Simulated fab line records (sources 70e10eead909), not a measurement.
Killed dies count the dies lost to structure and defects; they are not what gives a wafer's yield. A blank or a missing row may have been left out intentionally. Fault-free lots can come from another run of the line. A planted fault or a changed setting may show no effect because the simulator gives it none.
Matching of chambers    flow nand-harc    rie-diel-07 running NHARC_P_M2_STRIP_18: 4 sister chambers
The step strips in N2/H2. 14 wafers are shown with their chamber, then 7 later ones without.

WAFERS, EACH WITH ITS CHAMBER
wafer   chamber  showerhead-plenum-p-Torr (Torr)  oes-product-au (a.u.)  n2-flow-sccm (sccm)
L075.2  1        2.15                             1.001                  150.4
L075.4  1        2.15                             0.999                  149.4
L075.6  0        2.12                             0.992                  149.8
L079.2  0        2.11                             0.997                  150.0
L079.3  3        1.98                             0.991                  150.7
L079.5  2        2.11                             1.015                  150.0
L080.1  3        1.98                             0.991                  150.1
L080.2  1        2.15                             1.008                  149.5
L080.3  2        2.11                             1.005                  149.1
L081.1  1        2.15                             1.000                  149.6
L081.4  3        1.98                             1.000                  150.8
L081.6  3        1.98                             0.993                  150.4
L083.2  2        2.11                             1.019                  149.6
L083.4  1        2.15                             0.996                  150.0

SIGNATURES (averages over the wafers above)
reading                   chamber 0  chamber 1  chamber 2  chamber 3  scatter within a chamber
showerhead-plenum-p-Torr  2.1150     2.1500     2.1100     1.9800     0.00224
oes-product-au            0.99450    1.00080    1.01300    0.99375    0.005
n2-flow-sccm              149.900    149.780    149.567    150.500    0.376
Rule: for a wafer and a chamber, the distance is found by dividing, reading by reading, the gap between the wafer's reading and the chamber's mean by the reading's scatter, squaring, summing and taking the root. If the next closest chamber is less than 2 further off than the closest, the wafer can't be placed; otherwise it belongs to the closest. The scatter: take each reading less its chamber's mean, square it, sum over the shown wafers, divide by the number of wafers less the number of chambers, and take the root.

WAFERS WITHOUT THEIR CHAMBER
wafer   showerhead-plenum-p-Torr (Torr)  oes-product-au (a.u.)  n2-flow-sccm (sccm)
L083.5  2.11                             1.013                  150.1
L094.4  2.14                             0.998                  149.8
L094.5  2.10                             0.992                  150.3
L094.6  1.98                             0.995                  150.1
L096.3  2.11                             0.988                  149.8
L096.4  2.14                             1.006                  149.7
L096.5  2.14                             0.995                  149.8

CHAMBER TAKEN BY EACH
wafer   from the rows above      in truth
L083.5  2                        2
L094.4  1                        1
L094.5  can't be placed: 2 or 0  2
L094.6  3                        3
L096.3  0                        0
L096.4  1                        1
L096.5  1                        1
6 of 7 placed correctly. These rows do not allow placing 1 (true chamber among the candidates in 1). Number placed wrongly: 0.
